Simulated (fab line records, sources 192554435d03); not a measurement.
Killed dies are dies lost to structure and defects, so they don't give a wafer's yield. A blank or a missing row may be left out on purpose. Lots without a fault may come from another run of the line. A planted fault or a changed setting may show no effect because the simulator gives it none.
fab line records | flow n5_finfet
record lots=5 wafers=15 last_day=17
route steps=1938 shown BEOL_M4@1099 BEOL_M5@1112 BEOL_M6@1256 PASSIVATION@1936
lots that met no fault: from a run of the same line without faults
start_h: hours from the record's first day to the start of the lot's first wafer shown | wait_h: hours since the lot's step before | " the same as in the row above | L1.1+2: a row that stands for several wafers | - no value, or no start given | * or withheld: withheld | < > ~ a bound
route shown NAME@n: a module of which the file shows steps, and the number in the route of the first | usual: mean/standard deviation of fault-free wafers | same: alike in all rows | chamber/n: place in a boat | sites: the reading at each site | _std_site: their standard deviation | _edge_site: outer sites' mean less inner sites' | radius_mm: how far each site lies from the wafer's centre | mask NAME#n: copy n | behind: the tool/chamber that last shaped the wafer | hold: why the lot was held/for how many hours/how that ended | device: the transistor (n, p or np) that didn't switch | end of line: the same wafers' tests at the end of the route | a step without rows: its recipe alone | killed: dies lost to structure and defects at the first sort, not the wafer's yield | map: a wafer's dies, x killed, . not, _ none there
set.NAME: the setting as run; set.NAME@STEP: as run at that earlier step | model.NAME: the simulator's own value behind a step, which no gauge read
lots at some steps of the route; a table a step, a row a wafer
services: from which hour (start_h, from the record's first day; less than 0 if before it) a tool's chamber was out of use, for how many hours, and why
## steps
# step N5_BEOL_M4_ANNEAL_95
# recipe temp_c=400 time_s=240 ambient=vacuum
# step N5_BEOL_M4_SPUTTER_96
# recipe material=Cu target_thk_a=45 temp_c=-20 chamber_pressure_pa=0.07 power_w=withheld time_s=8.29
# step N5_BEOL_M4_ECD_50
# recipe material=Cu target_thk_a=3000
# step N5_BEOL_M4_ANNEAL_51
# recipe temp_c=225 time_s=90 ambient=N2
# step N5_BEOL_M4_CMP_52
# recipe stop_on=SiOC t_overpolish_s=6.8 down_force_psi=1 platen_rpm=50 clearing_platen_down_force_psi=1.5 clearing_platen_rpm=50 post_cmp_clean=cu_alkaline target_thk_nm=40 clearing_platen_pad_velocity_m_s=0.99484 pad_velocity_m_s=0.99484
# step N5_BEOL_M4_PRE_CLEAN_60
# recipe gas=NH3/H2 time_s=15 temp_c=* rf_power_w=300
# step N5_BEOL_M4_CO_CAP_55
# recipe material=Co target_thk_a=20 temp_c=200 precursor=CCTBA/H2 pressure_torr=30 time_s=102.1
# step N5_BEOL_M4_PRE_CLEAN_56
# recipe gas=NH3 time_s=15 temp_c=withheld rf_power_w=300
# step N5_BEOL_M4_DEP_57
# recipe material=SiCN target_thk_a=80 temp_c=withheld precursor=3MS/NH3 pressure_torr=3 rf_w=202 time_s=14
# step N5_BEOL_M4_RC_MEAS_101
# usual DIBL_N=37.5/2.5 DIBL_P=38/3.1 IOFF_N=0.19/0.059 IOFF_P=0.24/0.061 ION_N=679/16 ION_P=465/9.8 SS_N=72.0/0.8 SS_P=73.7/0.86 VT_N=248/4.5 VT_P=-249/3.5
# columns lot.wafer tool chamber start_h wait_h DIBL_N[mV/V] DIBL_P[mV/V] IOFF_N[nA/um] IOFF_P[nA/um] ION_N[uA/um] ION_P[uA/um] SS_N[mV/dec] SS_P[mV/dec] VT_N[mV] VT_P[mV]
L286.2 prober-01 0 188.58 0.2 35.6 37 0.16 0.24 680 472 71.6 73.0 248 -247
L286.3 " 0 " " 37.6 37 0.17 0.23 657 454 72.6 73.4 249 -249
L286.6 " 0 " " 37.2 37 0.17 0.22 674 462 71.5 73.2 253 -253
L291.2 prober-01 0 237.33 0.3 40.9 42 0.24 0.29 709 475 72.3 74.6 245 -246
L291.3 " 0 " " 38.2 40 0.16 0.25 674 468 71.6 74.8 251 -248
L291.6 " 0 " " 38.0 39 0.17 0.25 687 469 71.9 73.7 250 -245
L294.2 prober-02 0 252.21 0.2 41.4 44 0.33 0.39 689 473 73.4 75.0 238 -242
L294.4 " 0 " " 39.5 39 0.23 0.26 687 466 72.6 72.7 246 -245
L294.5 " 0 " " 39.4 41 0.23 0.28 679 467 72.1 73.8 243 -246
L295.2 prober-02 0 253.39 0.2 37.7 38 0.20 0.22 663 450 71.7 73.8 244 -250
L295.5 " 0 " " 35.4 35 0.16 0.18 665 454 72.1 73.3 249 -255
L295.6 " 0 " " 36.9 36 0.17 0.19 658 445 71.6 73.3 250 -253
L304.2 prober-01 0 310.58 0.2 43.1 44 0.36 0.33 707 474 73.5 74.9 239 -246
L304.3 " 0 " " 38.4 39 0.19 0.22 678 460 71.5 74.5 250 -252
L304.5 " 0 " " 38.9 38 0.22 0.23 681 459 72.7 74.1 247 -251
# step N5_BEOL_M5_ILD_DEP_00
# recipe material=SiCOH_lowk target_thk_a=1406.4 temp_c=300 precursor=DEMS/porogen pressure_torr=5 rf_w=500 time_s=25.9
# step N5_BEOL_M5_CURE_79
# recipe temp_c=385 time_s=240 ambient=He/Ar material=SiCOH_lowk
# step N5_BEOL_M5_PECVD_70
# recipe material=SiO2 target_thk_a=160 temp_c=400 precursor=TEOS/O2 pressure_torr=5.5 rf_w=450 teos_flow_sccm=53.8 gas=O2 flow_sccm=3000 time_s=18
# step N5_BEOL_M5_HM_DEP_02
# recipe material=TiN target_thk_a=200 temp_c=25 chamber_pressure_pa=0.49996
# step N5_BEOL_M5_COAT_59
# recipe resist=SOC temp_c=250 time_s=60 spin_rpm=1500 resist_thk_nm=60
# step N5_BEOL_M5_COAT_60
# recipe resist=SiARC temp_c=220 time_s=60 spin_rpm=1500 resist_thk_nm=12
# step N5_BEOL_M5_COAT_71
# recipe resist=underlayer temp_c=205 time_s=60 spin_rpm=1500 resist_thk_nm=5
# step N5_BEOL_M5_COAT_05
# recipe resist=CAR-EUV spin_rpm=1500 resist_thk_nm=30
# step N5_BEOL_M5_EBR_07
# recipe solvent=PGMEA ebr_width_mm=1.5
# step N5_BEOL_M5_SOFTBAKE_06
# recipe temp_c=110 time_s=60 resist=CAR-EUV
# step N5_BEOL_M5_EXPOSE_08
# recipe mask_id=M5 na=0.33 source_shape=annular sigma_inner=0.4 sigma_outer=0.8 polarization=unpolarized target_cd_nm=28 dose_mj=35.75
# step N5_BEOL_M5_PEB_09
# recipe peb_temp_c=100 peb_time_s=60 resist=CAR-EUV
# step N5_BEOL_M5_DEVELOP_10
# recipe develop_time_s=30 developer=TMAH resist=CAR-EUV rinse_liquid=surfactant_rinse dry=air_spin dev_temp_c=23
# step N5_BEOL_M5_DESCUM_16
# recipe chemistry=O2 time_s=7 source_power_w=50 bias_power_w=20 pressure_mtorr=20 rf_frequency_hz=2.712e+07 temp_c=40 resist=CAR-EUV o2_flow_sccm=225
# step N5_BEOL_M5_ETCH_72
# recipe chemistry=N2/H2 target=underlayer target_depth_a=65 mask_material=CAR-EUV time_s=5.2 ion_energy_ev=200 pressure_mtorr=30 source_w=840 bias_w=150 n2_flow_sccm=200 h2_flow_sccm=200 ends=cleared
# step N5_BEOL_M5_ETCH_61
# recipe chemistry=CF4 target=SiARC target_depth_a=156 mask_material=CAR-EUV time_s=26 ion_energy_ev=80 pressure_mtorr=40 source_w=545 bias_w=36 Ar_flow_sccm=100 cf4_flow_sccm=100 ends=cleared
# step N5_BEOL_M5_ETCH_62
# recipe chemistry=N2/H2 target=SOC target_depth_a=750 overetch_a=150 mask_material=SiARC temp_c=40 time_s=112.5 ion_energy_ev=200 pressure_mtorr=30 source_w=840 bias_w=150 n2_flow_sccm=200 h2_flow_sccm=200
# step N5_BEOL_M5_STRIP_63
# recipe chemistry=N2/H2 temp_c=40 n2_flow_sccm=200 h2_flow_sccm=200 rf_frequency_hz=6e+07
# step N5_BEOL_M5_STRIP_73
# recipe chemistry=N2/H2 temp_c=40 n2_flow_sccm=200 h2_flow_sccm=200 rf_frequency_hz=6e+07
# step N5_BEOL_M5_STRIP_64
# recipe chemistry=CF4 resist=SiARC power_w=300 bias_power_w=75 pressure_mtorr=50 cf4_flow_sccm=150 rf_frequency_hz=6e+07
# step N5_BEOL_M5_HM_OPEN_17
# recipe chemistry=Cl2/BCl3 target_depth_a=200 overetch_a=60 target=TiN mask_material=SOC ion_energy_ev=150 pressure_mtorr=10 icp_w=1000 bias_w=126 Cl2_flow_sccm=53.25 bcl3_flow_sccm=21.75 Ar_flow_sccm=25
# step N5_BEOL_M5_STRIP_19
# recipe chemistry=O2 power_w=400 temp_c=40 pressure_mtorr=30 rf_frequency_hz=6e+07 bias_power_w=0 overash_fraction=0.2 o2_flow_sccm=225
# step N5_BEOL_M5_COAT_65
# recipe resist=SOC temp_c=250 time_s=60 spin_rpm=1500 resist_thk_nm=60
# step N5_BEOL_M5_COAT_66
# recipe resist=SiARC temp_c=220 time_s=60 spin_rpm=1500 resist_thk_nm=12
# step N5_BEOL_M6_ANNEAL_51
# recipe temp_c=225 time_s=90 ambient=N2
# usual anneal_temp_c=225.03/0.17 anneal_temp_c_max=226.09/0.23 wafer_temp_C_max=225.9/0.31
# columns lot.wafer tool chamber start_h wait_h anneal_temp_c anneal_temp_c_max wafer_temp_C_max
L286.2 rtp_anneal-01 0 209.65 0.5 225.12 226.06 225.6
L286.3 " 0 " " 224.96 226.25 225.6
L286.6 " 0 " " 225.14 226.23 225.3
L291.2 rtp_anneal-02 - 255.16 0.1 - - -
L291.3 " - " " - - -
L291.6 " - " " - - -
L294.2 rtp_anneal-01 - 274.58 0.5 - - -
L294.4 " - " " - - -
L294.5 " - " " - - -
L295.2 rtp_anneal-02 - 278.95 0.4 - - -
L295.5 " - " " - - -
L295.6 " - " " - - -
L304.2 rtp_anneal-01 0 332.32 0.1 224.94 225.86 225.8
L304.3 " 0 " " 224.86 225.83 225.9
L304.5 " 0 " " 224.59 225.70 225.9
# step N5_BEOL_M6_CMP_52
# recipe stop_on=SiCOH_lowk t_overpolish_s=6.9 down_force_psi=1 platen_rpm=50 clearing_platen_down_force_psi=1.5 clearing_platen_rpm=50 post_cmp_clean=cu_alkaline target_thk_nm=80 clearing_platen_pad_velocity_m_s=0.99484 pad_velocity_m_s=0.99484
# usual barrier_field_endpoint_s=28.9/0.88 motor_current_A=5.9/0.58 overpolish_run_s=6.899/0.0093 platen_rpm=49.997/0.029 slurry_flow_ml_min=150.0/0.53 time_to_endpoint_s=62/3.9
# same t_overpolish_s=6.9
# columns lot.wafer tool chamber start_h wait_h barrier_field_endpoint_s motor_current_A overpolish_run_s platen_rpm slurry_flow_ml_min time_to_endpoint_s
L286.2 cmp-01 1 209.99 0.3 29.2 5.1 6.900 49.966 150.1 68
L286.3 " 2 " " 28.0 5.4 6.915 49.953 150.0 59
L286.6 " 3 " " 29.1 6.3 6.899 49.981 148.9 64
L291.2 cmp-02 0 255.51 0.3 35.4 5.0 6.884 49.995 150.9 82
L291.3 " 1 " " 33.6 6.4 6.899 50.024 149.5 83
L291.6 " 3 " " 34.0 5.7 6.901 50.055 149.3 81
L294.2 cmp-04 0 274.87 0.2 34.4 5.5 6.900 50.017 150.0 81
L294.4 " 1 " " 36.6 6.9 6.884 49.962 149.6 82
L294.5 " 0 " " 35.1 5.5 6.907 49.985 150.0 81
L295.2 cmp-02 1 279.20 0.2 34.2 6.5 6.905 50.026 150.9 80
L295.6 " 1 " " 34.3 6.9 6.889 50.037 149.7 81
L295.5 " 2 " " 34.3 6.7 6.899 50.012 149.6 82
L304.2 cmp-01 2 332.61 0.2 28.0 5.6 6.923 49.969 149.4 59
L304.3 " 0 " " 27.6 6.0 6.884 49.997 150.2 60
L304.5 " 1 " " 29.4 5.2 6.902 50.008 149.5 67
# step N5_PASSIVATION_PROBE_49
# usual defect_limited_yield=91.0/1.4 killed_at_M0_to_M3=35/10 killed_at_M4_up=14/5.5 killed_at_contacts=13/5.6 killed_at_front_end=41/11 killed_at_other=4/3.4 killed_dies=106/16 killed_open=68/12 killed_short=35/7.3 sort_bin_4_leakage=0.3/2.1 sort_bin_5_function=5.3/0.89 sort_bin_6_memory=3.4/0.67 sort_bin_8_speed=0.01/0.11 sort_n_pass=1070/28 sort_yield_pct=90.7/2.4
# same gross_dies=1180 killed_at_back_side=0
# columns lot.wafer tool chamber start_h wait_h defect_limited_yield[%] killed_at_M0_to_M3 killed_at_M4_up killed_at_contacts killed_at_front_end killed_at_other killed_dies killed_open killed_short sort_bin_4_leakage[%] sort_bin_5_function[%] sort_bin_6_memory[%] sort_bin_8_speed[%] sort_n_pass sort_yield_pct[%]
L291.2 prober-02 - 350.57 0.1 58.6 34 411 12 32 0 489 57 32 0 4.8 2.2 0 691 58.6
L291.3 prober-02 - 350.62 0.1 58.7 42 376 4 60 5 487 78 46 0 6.0 3.7 0 693 58.7
L291.6 prober-02 - 350.77 0.3 42.1 57 573 11 33 9 683 90 41 0 6.4 4.7 0 497 42.1
L294.2 prober-02 - 355.33 0.1 57.7 47 409 3 36 4 499 70 36 0.8 5.3 3.4 0 671 56.9
L294.4 prober-02 - 355.43 0.2 56.0 45 424 11 39 0 519 77 35 0 5.3 3.9 0 661 56.0
L294.5 prober-02 - 355.48 0.2 93.1 29 17 7 29 0 82 55 26 0 3.6 3.0 0 1098 93.1
L295.2 prober-02 - 376.53 0.1 95.1 12 10 5 31 0 58 35 22 0 3.0 1.9 0 1122 95.1
L295.5 prober-02 - 376.68 0.2 92.2 31 15 8 36 2 92 59 31 0 4.4 3.1 0.08 1088 92.2
L295.6 prober-02 - 376.73 0.3 93.9 25 4 10 28 5 72 43 26 0 3.6 2.3 0.17 1106 93.7
# killed by level:class
L291.2 BEOL_M6:area_cmp=400 BEOL_M1:geometric_particle:open=10 BEOL_M0_SAQP:geometric_particle:short=10 MOL_CONTACT_COAG:geometric_particle:open=9 FIN_SAQP:geometric_particle:short=8 FIN_SAQP:geometric_particle:open=7 STI_FIN_REVEAL:geometric_particle:open=6 BEOL_M0_SAQP:geometric_particle:open=6
L291.3 BEOL_M6:area_cmp=361 STI_FIN_REVEAL:geometric_particle:open=13 BEOL_M1:geometric_particle:open=12 FIN_SAQP:geometric_particle:open=11 FIN_SAQP:geometric_particle:short=11 BEOL_M0_SAQP:geometric_particle:short=10 DUMMY_GATE:geometric_particle:open=6 BEOL_M0_SAQP:geometric_particle:open=6
L291.6 BEOL_M6:area_cmp=549 BEOL_M1:geometric_particle:open=21 MOL_CONTACT_COAG:geometric_particle:open=10 BEOL_M0_SAQP:geometric_particle:open=10 BEOL_M0_SAQP:geometric_particle:short=9 FIN_SAQP:geometric_particle:short=8 BEOL_M1:geometric_particle:short=8 BEOL_M5:geometric_particle:open=7
L294.2 BEOL_M6:area_cmp=393 BEOL_M3:geometric_particle:open=13 BEOL_M0_SAQP:geometric_particle:short=11 FIN_SAQP:geometric_particle:short=8 STI_FIN_REVEAL:geometric_particle:open=8 FIN_SAQP:geometric_particle:open=7 BEOL_M0_SAQP:geometric_particle:open=6 BEOL_M1:geometric_particle:open=6
L294.4 BEOL_M6:area_cmp=407 BEOL_M3:geometric_particle:open=14 FIN_SAQP:geometric_particle:open=11 MOL_CONTACT_COAG:geometric_particle:open=10 BEOL_M0_SAQP:geometric_particle:short=7 BEOL_M4:geometric_particle:open=7 BEOL_M2:geometric_particle:open=6 BEOL_M0_SAQP:geometric_particle:open=5
L294.5 BEOL_M3:geometric_particle:open=9 FIN_SAQP:geometric_particle:open=6 BEOL_M4:geometric_particle:open=6 DUMMY_GATE:geometric_particle:open=5 MOL_CONTACT_COAG:geometric_particle:open=5 BEOL_M2:geometric_particle:open=5 FIN_SAQP:geometric_particle:short=3 BEOL_M0_SAQP:geometric_particle:short=3
L295.2 STI_FIN_REVEAL:geometric_particle:open=8 FIN_SAQP:geometric_particle:short=7 BEOL_M0_SAQP:geometric_particle:open=6 MOL_CONTACT_COAG:geometric_particle:open=4 STI_FIN_REVEAL:geometric_particle:short=4 DUMMY_GATE:geometric_particle:open=3 BEOL_M5:geometric_particle:open=3 SPACER0:geometric_particle:short=2
L295.5 FIN_SAQP:geometric_particle:short=12 BEOL_M0_SAQP:geometric_particle:open=9 FIN_SAQP:geometric_particle:open=7 MOL_CONTACT_COAG:geometric_particle:open=7 BEOL_M0_SAQP:geometric_particle:short=7 BEOL_M7:geometric_particle:open=5 DUMMY_GATE:geometric_particle:open=4 BEOL_M1:geometric_particle:open=4
L295.6 STI_FIN_REVEAL:geometric_particle:open=7 MOL_CONTACT_COAG:geometric_particle:open=7 FIN_SAQP:geometric_particle:short=5 BEOL_M3:geometric_particle:open=5 BEOL_M2:geometric_particle:open=5 BEOL_M0_SAQP:geometric_particle:short=4 FIN_SAQP:geometric_particle:open=3 STI_FIN_REVEAL:geometric_particle:short=3
# map L291.6 (x killed, . not)
_________________.........x..________________
______________x...x............._____________
___________.............x.x........__________
__________x........x..xx..x........._________
________.............................._______
_______..........xxxxxxxxxxxx..........______
______.......xxxxxxxxxxxxxxxxxxx........_____
_____.....x..xxxxxxxxxxxxxxxxxxxx..x...xx____
____.......xxxxxxxxxxxxxxxxxxxxxxxxx......___
___...x..xxxxxxxxxxxxxxxxxxxxxxxxxxxx.x....__
___..x...xxxxxxxxxxxxxxxxxxxxxxxxxxxx.....x__
__..x...xxxxxxxxxxxxxxxxxxxxxxxxxxxxx....x.._
__......xxxxxxxxxxxxxxxxxxxxxxxxxxxxxx......_
_.......xxxxxxxxxxxxxxxxxxxxxxxxxxxxxx.......
_x......xxxxxxxxxxxxxxxxxxxxxxxxxxxxxx...x...
_......xxxxxxxxxxxxxxxxxxxxxxxxxxxxxxxx......
_......xxxxxxxxxxxxxxxxxxxxxxxxxxxxxxxx......
_...x..xxxxxxxxxxxxxxxxxxxxxxxxxxxxxxxx.....x
_......xxxxxxxxxxxxxxxxxxxxxxxxxxxxxxxx......
_.......xxxxxxxxxxxxxxxxxxxxxxxxxxxxxxx......
_......xxxxxxxxxxxxxxxxxxxxxxxxxxxxxxx.......
__...x.xxxxxxxxxxxxxxxxxxxxxxxxxxxxxxx...x.._
__..x....xxxxxxxxxxxxxxxxxxxxxxxxxxxx......._
___....x.xxxxxxxxxxxxxxxxxxxxxxxxxxxx......__
___....xx.xxxxxxxxxxxxxxxxxxxxxxxxxx.......__
____x......xxxxxxxxxxxxxxxxxxxxxxxx.......___
_____........xxxxxxxxxxxxxxxxxxxx.x...x..____
______......x.xxxxxxxxxxxxxxxxxx.......x_____
_______......x...xxxxxxxxxxxx......x...______
________...xx.....x..x.....x..x.....xx_______
__________........xx................_________
___________x..............x..x.....__________
______________x.....x....x......_____________
_________________.x....x.....________________
# map L294.4 (x killed, . not)
_________________.......x....________________
______________........x.xx......_____________
___________................x.....x.__________
__________.....x......x............._________
________...............x.x....x..x...._______
_______........x........x.......x......______
______....x..........xxxx..........x...._____
_____............xxxxxxxxxxxx....x.......____
____...........xxxxxxxxxxxxxxxx...........___
___...x......xxxxxxxxxxxxxxxxxxxx.......x..__
___....x....xxxxxxxxxxxxxxxxxxxxxx.x.x....x__
__.........xxxxxxxxxxxxxxxxxxxxxxxx........._
__..x......xxxxxxxxxxxxxxxxxxxxxxxx........._
_.........xxxxxxxxxxxxxxxxxxxxxxxxxx.......x.
_.........xxxxxxxxxxxxxxxxxxxxxxxxxx.........
_.........xxxxxxxxxxxxxxxxxxxxxxxxxx..x..x...
_....xx...xxxxxxxxxxxxxxxxxxxxxxxxxx.........
_.........xxxxxxxxxxxxxxxxxxxxxxxxxx...x.....
_.x....x..xxxxxxxxxxxxxxxxxxxxxxxxxxx........
_x.x......xxxxxxxxxxxxxxxxxxxxxxxxxx.......x.
_.......x.xxxxxxxxxxxxxxxxxxxxxxxxxx.........
__..xx.....xxxxxxxxxxxxxxxxxxxxxxxx........._
__x........xxxxxxxxxxxxxxxxxxxxxxxxx........_
___.........xxxxxxxxxxxxxxxxxxxxxx.......x.__
___.x........xxxxxxxxxxxxxxxxxxxxx........x__
____........x..xxxxxxxxxxxxxxxx...x....x..___
_____x....xx.....xxxxxxxxxxxx.....x......____
______...............xxxxx.x......x....._____
_______...x...x...................x....______
________..................x..........._______
__________x..x..........x.........x._________
___________............x.....x.....__________
______________.......x.........._____________
_________________............________________
## services
# columns tool chamber start_h hours kind
cmp-01 - 200.65 0.3 repair
cmp-01 - 203.69 1.4 repair
cmp-04 - 214.51 0.7 repair
cmp-02 - 225.93 1.8 repair
cmp-02 - 229.14 4.0 pm
cmp-02 - 233.14 - consumable_replace:conditioner
cmp-02 - 233.14 - consumable_replace:pad
rtp_anneal-01 - 250.65 1.2 pm
cmp-02 - 275.01 1.8 repair
cmp-04 - 280.88 4.0 pm
cmp-04 - 284.88 - consumable_replace:conditioner
cmp-04 - 284.88 - consumable_replace:pad
cmp-01 - 291.28 3.5 repair
cmp-02 - 294.31 4.3 repair
cmp-04 - 307.64 0.8 repair
cmp-04 - 317.39 1.4 repair
## key
first_sign step=N5_BEOL_M6_ANNEAL_51 reading=tool_record direction=missing
effect step=N5_BEOL_M6_CMP_52 reading=barrier_field_endpoint_s direction=up sigmas=6.6 usual=28.9 struck=34.7
effect step=N5_PASSIVATION_PROBE_49 reading=killed_at_M4_up direction=up sigmas=43 usual=14 struck=249 wafers_moved=5
more_kills_born_at N5_BEOL_M6_CMP_52@cmp-02=1310 N5_BEOL_M6_CMP_52@cmp-04=800
met_at N5_BEOL_M6_ANNEAL_51
struck_wafers L291.2,L291.3,L291.6,L294.2,L294.4,L294.5,L295.2,L295.5,L295.6
onset_between 209.65 255.16
fault kind=skipped_step_whole tool=rtp_anneal-01,rtp_anneal-02 chamber=- onset_h=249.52 steps=N5_BEOL_M6_ANNEAL_51 scope=struck_lots_only
